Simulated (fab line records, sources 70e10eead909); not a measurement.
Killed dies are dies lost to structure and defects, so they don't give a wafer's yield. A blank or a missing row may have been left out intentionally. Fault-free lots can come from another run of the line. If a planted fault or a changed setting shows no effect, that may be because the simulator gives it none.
Matching of chambers ; flow nand_harc ; NHARC_THIN_TSV_ETCHBACK_48 on rie_diel-13 has 4 sister chambers
The step etches the open film in C4F8/Ar, target depth 1028.5 nm, time 405.17 s. 7 wafers are shown with their chamber, then 7 later ones without.

== WAFERS WITH THEIR CHAMBER ==
wafer;chamber;rf_vpp_V (V);rf_fwd_power_W (W)
L853.5;0;547;596.7
L858.4;3;545;598.6
L859.1;1;546;598.9
L859.3;2;551;597.8
L859.4;3;546;598.5
L861.1;1;548;596.8
L861.3;2;550;597.5

== WAFERS MISSING THEIR CHAMBER ==
wafer;rf_vpp_V (V);rf_fwd_power_W (W)
L861.6;547;601.1
L866.1;548;598.5
L866.3;551;600.5
L866.4;548;599.0
L867.2;547;598.0
L867.3;551;602.0
L867.4;546;602.2

== EACH ONE'S CHAMBER ==
wafer;from the rows above;in truth
L861.6;can't be placed: 3 or 1 or 0 or 2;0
L866.1;can't be placed: 1 or 0 or 3 or 2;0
L866.3;can't be placed: 2 or 1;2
L866.4;can't be placed: 1 or 3 or 0 or 2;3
L867.2;can't be placed: 1 or 0 or 3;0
L867.3;can't be placed: 2 or 1 or 3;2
L867.4;can't be placed: 3 or 1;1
0 of 7 placed correctly. From these rows, 7 cannot be placed; in 7 the true chamber is one of the candidates. 0 placed wrongly.
How it was worked out, from the rows above alone: a wafer's distance from a chamber is the root of the sum, over the readings, of the square of ((its reading less the chamber's mean) divided by the reading's scatter). If the next closest chamber is less than 2 further off than the closest, the wafer can't be placed; otherwise it belongs to the closest. A chamber's mean is the mean of its shown wafers. The scatter: take each reading less its chamber's mean, square it, sum over the shown wafers, divide by the number of wafers less the number of chambers, and take the root.
